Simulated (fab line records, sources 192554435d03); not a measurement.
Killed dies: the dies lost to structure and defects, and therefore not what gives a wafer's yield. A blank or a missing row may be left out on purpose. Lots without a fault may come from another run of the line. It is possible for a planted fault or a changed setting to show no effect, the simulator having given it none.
Matching of chambers -- flow n5-finfet -- rie-diel-04 running N5_DUMMY_GATE_ETCH_42: 4 sister chambers
The step etches SiO2 in CHF3/O2, target depth 3.5 nm, time 31 s. 7 wafers are shown with their chamber, then 10 later ones without.

WAFERS WITH THEIR CHAMBER
wafer,chamber,throttle-valve-pct (%),showerhead-plenum-p-Torr (Torr)
L078.6,3,19.20,2.39
L084.4,1,19.06,2.40
L084.6,0,18.98,2.32
L085.2,1,19.06,2.39
L085.5,2,18.40,2.49
L087.3,2,18.42,2.49
L087.4,0,18.99,2.31

WAFERS WITH NO CHAMBER GIVEN
wafer,throttle-valve-pct (%),showerhead-plenum-p-Torr (Torr)
L087.5,19.06,2.39
L091.1,18.44,2.49
L091.2,18.98,2.31
L091.6,19.08,2.39
L094.1,19.24,2.39
L094.2,19.01,2.31
L094.3,18.45,2.48
L097.1,19.25,2.38
L097.3,19.01,2.30
L097.5,18.47,2.48

WHICH CHAMBER EACH WENT THROUGH
wafer,from the rows above,in truth
L087.5,1,1
L091.1,2,2
L091.2,0,0
L091.6,1,1
L094.1,3,3
L094.2,0,0
L094.3,2,2
L097.1,3,3
L097.3,0,0
L097.5,2,2
Placed correctly: 10 of 10. Number that these rows cannot place: 0. Wrongly placed: 0.
How it was worked out, from the rows above alone: a wafer's distance from a chamber is the root of the sum, over the readings, of the square of ((its reading less the chamber's mean) divided by the reading's scatter). The wafer belongs to the nearest chamber; if the next one is less than 2 further off, it can't be placed. Each chamber's mean is taken over the wafers shown for it. How the scatter is found: for the shown wafers, subtract from each reading the mean of its chamber, square and add these, divide the total by (wafers less chambers), then take the root.
